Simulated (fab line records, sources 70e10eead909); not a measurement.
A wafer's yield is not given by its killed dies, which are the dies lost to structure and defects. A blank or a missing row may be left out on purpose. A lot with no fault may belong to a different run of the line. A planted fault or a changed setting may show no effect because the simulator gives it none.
Which tool is to blame?    flow nand harc    11 lots with 33 wafers sampled at 5 steps, on a route of 1159 steps

== WHAT EACH GAUGE READ, for each wafer ==
NHARC_END_SORT_01.
lot   measured      on         defect limited yield (%)  killed at array  killed at other  killed at periphery  killed dies  killed open  killed short  sort_bin_2_pct (%)  sort_bin_3_pct (%)  sort_bin_4_pct (%)  sort n pass  sort rim yield pct (%)  sort yield pct (%)
L388  day 24 04:32  prober-02  98.5 98.2 97.6            9 10 15          0 0 0            1 2 1                10 12 16     4 0 5        2 1 3         0.6 0.6 0.4         0 0 0               0.9 1.2 1.9         667 665 661  98.1 100.0 96.2         98.5 98.2 97.6
L391  day 24 05:25  prober-01  96.5 96.3 96.2            20 20 21         0 1 0            4 4 5                24 25 26     4 4 3        1 1 1         0.9 1.6 1.2         0 0.15 0            2.7 1.9 2.7         653 652 651  98.1 97.2 98.1          96.5 96.3 96.2
L390  day 24 14:04  prober-01  95.9 94.5 94.4            24 30 37         1 0 0            3 7 1                28 37 38     1 4 7        1 0 0         1.2 1.8 1.5         0.15 0.15 0.15      2.8 3.5 4.0         649 640 639  97.2 94.3 97.2          95.9 94.5 94.4
L397  day 25 10:55  prober-01  96.0 95.3 94.2            20 30 37         3 2 0            4 0 2                27 32 39     2 2 0        1 2 1         1.2 2.1 2.7         0 0.30 0.44         2.8 2.4 2.7         650 645 638  98.1 100.0 98.1         96.0 95.3 94.2
L398  day 25 18:42  prober-02  0 0 0                     27 34 33         0 1 0            650 642 644          677 677 677  2 4 2        1 3 1         96.5 96.9 96.5      0.44 0.44 0.44      3.1 2.7 3.1         0 0 0        0 0 0                   0 0 0
L399  day 26 02:29  prober-02  0 0 0                     29 33 26         3 1 1            645 643 650          677 677 677  4 4 3        2 0 2         96.0 95.7 97.0      0.59 0 0.15         3.4 4.3 2.8         0 0 0        0 0 0                   0 0 0
L404  day 26 10:16  prober-02  94.1 94.7 94.8            36 34 32         0 0 0            4 2 3                40 36 35     1 1 0        2 4 1         2.4 1.6 2.2         0.44 0.44 0         3.1 3.2 3.0         637 641 642  96.2 94.3 98.1          94.1 94.7 94.8

== WHAT TOOL EACH LOT RAN ON (gives the tool, then ch and the chambers of the sampled wafers, and finally the start) ==
lot   NHARC_P_M0_ANNEAL_30              NHARC_P_M1_ETCH_35                  NHARC_P_M1_DEGAS_29           NHARC_P_M1_PRE_CLEAN_30
L384  rtp anneal-02 ch 0, day 6 07:00   rie diel-05 ch 0,1, day 6 09:34     pvd sputter-01, day 6 10:29   pvd sputter-01, no start
L388  rtp anneal-02 ch 0, day 7 05:59   rie diel-05 ch 0,1,3, day 7 08:32   pvd sputter-03, day 7 09:28   pvd sputter-03, day 24 04:32 or earlier
L391  rtp anneal-01 ch 0, day 7 18:45   rie diel-02 ch 2,3, day 7 21:01     pvd sputter-03, day 7 21:58   pvd sputter-03, day 24 05:25 or earlier
L390  rtp anneal-01 ch 0, day 8 02:21   rie diel-09 ch 0,1,2, day 8 04:41   pvd sputter-03, day 8 05:38   pvd sputter-03, day 24 14:04 or earlier
L393  rtp anneal-02 ch 0, day 8 12:37   rie diel-02 ch 0,1, day 8 15:15     pvd sputter-02, day 8 16:38   pvd sputter-02, no start
L394  rtp anneal-02 ch 0, day 9 01:16   rie diel-02 ch 0,2,3, day 9 03:31   pvd sputter-03, day 9 04:28   pvd sputter-03, no start
L397  rtp anneal-01 ch 0, day 9 16:25   rie diel-02 ch 0,2,3, day 9 18:47   pvd sputter-01, day 9 19:43   pvd sputter-01, day 25 10:55 or earlier
L398  rtp anneal-02 ch 0, day 9 17:25   rie diel-09 ch 0,1, day 9 19:49     pvd sputter-02, day 9 20:50   pvd sputter-02, day 25 18:42 or earlier
L399  rtp anneal-01 ch 0, day 10 02:13  rie diel-02 ch 0,1,3, day 10 04:40  pvd sputter-01, day 10 05:40  pvd sputter-01, day 26 02:29 or earlier
L400  rtp anneal-02 ch 0, day 10 07:57  rie diel-05 ch 1,2, day 10 10:12    pvd sputter-03, day 10 11:10  pvd sputter-03, no start
L404  rtp anneal-01 ch 0, day 11 03:23  rie diel-02 ch 0,1,3, day 11 05:56  pvd sputter-01, day 11 06:56  pvd sputter-01, day 26 10:16 or earlier
- NHARC_P_M0_ANNEAL_30: time 90 s.
- NHARC_P_M1_ETCH_35: etches the open film in N2/H2, target depth 40 nm, overetch 12 nm, time 43.94 s.
- NHARC_P_M1_DEGAS_29: time 60 s.
- NHARC_P_M1_PRE_CLEAN_30: time 30 s.

== AS READ BY THE TOOLS THEMSELVES (means over the sampled wafers that have a number; for cases with no such wafer, the mark the record gives instead) ==
NHARC_P_M0_ANNEAL_30.
lot   tool           anneal temp c (C)  wafer_temp_C_max
L384  rtp anneal-02  224.91             225.5
L388  rtp anneal-02  224.78             225.6
L391  rtp anneal-01  224.84             226.0
L390  rtp anneal-01  225.13             226.3
L393  rtp anneal-02  225.01             225.8
L394  rtp anneal-02  224.89             225.7
L397  rtp anneal-01  224.90             226.0
L398  rtp anneal-02  225.03             225.7
L399  rtp anneal-01  224.96             226.1
L400  rtp anneal-02  224.92             225.7
L404  rtp anneal-01  224.96             226.1

NHARC_P_M1_ETCH_35.
lot   tool         bias w (W)  chamber pressure mTorr (mTorr)  drypump motor current A (A)  oes product au (a.u.)  rf vpp V (V)  showerhead plenum p Torr (Torr)  throttle valve pct (%)
L384  rie diel-05  149.9       30.013                          5.8                          0.993                  428.8         2.01                             14.173
L388  rie diel-05  149.5       29.978                          5.6                          1.004                  430.7         2.07                             14.170
L391  rie diel-02  149.8       29.994                          5.6                          0.987                  429.9         1.98                             14.172
L390  rie diel-09  150.2       29.998                          6.0                          0.987                  433.3         2.14                             14.168
L393  rie diel-02  149.8       29.990                          5.8                          0.997                  430.1         2.05                             14.171
L394  rie diel-02  149.7       29.974                          5.7                          0.995                  429.2         2.00                             14.174
L397  rie diel-02  150.3       30.008                          5.7                          0.989                  429.3         2.00                             14.161
L398  rie diel-09  -           -                               -                            -                      -             -                                -
L399  rie diel-02  -           -                               -                            -                      -             -                                -
L400  rie diel-05  149.9       29.991                          6.3                          1.007                  434.0         2.15                             14.168
L404  rie diel-02  149.9       30.017                          6.0                          1.000                  429.7         2.00                             14.176

NHARC_P_M1_DEGAS_29.
lot   tool            heater power w (W)  susceptor temp C (C)
L384  pvd sputter-01  335                 -
L388  pvd sputter-03  351                 249.98
L391  pvd sputter-03  336                 249.91
L390  pvd sputter-03  331                 250.18
L393  pvd sputter-02  319                 -
L394  pvd sputter-03  321                 249.89
L397  pvd sputter-01  319                 -
L398  pvd sputter-02  318                 250.06
L399  pvd sputter-01  337                 249.88
L400  pvd sputter-03  365                 250.06
L404  pvd sputter-01  325                 250.11

NHARC_P_M1_PRE_CLEAN_30.
lot   tool            heater power w (W)  susceptor temp C (C)
L384  pvd sputter-01  399                 280.07
L388  pvd sputter-03  436                 280.23
L391  pvd sputter-03  406                 280.06
L390  pvd sputter-03  396                 280.13
L393  pvd sputter-02  398                 279.89
L394  pvd sputter-03  398                 280.09
L397  pvd sputter-01  405                 279.86
L398  pvd sputter-02  387                 280.00
L399  pvd sputter-01  405                 -
L400  pvd sputter-03  416                 279.83
L404  pvd sputter-01  397                 279.97

== THE ANSWER, worked out from the rows above alone ==
Rule: usual is defined by the lots themselves. Put in order of their means at a reading, lots are off if they are a third of the lots or fewer, leave a main group of 4 or more, and stand apart from it by a gap of 3 or more times the standard deviation of the main group's means; of several such gaps the widest counts. The tables above print the reading to a certain number of digits; a main group whose means all agree to those digits is not used. Also off: a lot with no number at a reading for which 4 or more lots have one. Any other lot the step has rows for is counted as sound. Order of review: gauges by route order, followed by the tools' own readings, for which a lot's mean as printed above is used. The first step at which some lot is off is used, and at that step the reading that is off furthest; a lot without a number counts as furthest.
Off, at NHARC_END_SORT_01 on killed at periphery: L398, L399. For the main group the mean is 2.9 and the standard deviation 1.1. Neither off nor sound, because the step has no rows for them: L384, L393, L394, L400.
If a tool, at a process step before that reading, ran all the lots that are off and no sound lot after the first of them, it fits. The gauges at NHARC_END_SORT_01 aren't tried: what is off there is off at NHARC_P_M1_ETCH_35 too, on other tools, and a gauge's error can't cause that. NHARC_P_M1_PRE_CLEAN_30 gives no start for some lots, so the hours and the order of its lots are those of NHARC_END_SORT_01. No candidate that was tried fits.

== WHAT WAS PUT IN BY THE SIMULATOR ==
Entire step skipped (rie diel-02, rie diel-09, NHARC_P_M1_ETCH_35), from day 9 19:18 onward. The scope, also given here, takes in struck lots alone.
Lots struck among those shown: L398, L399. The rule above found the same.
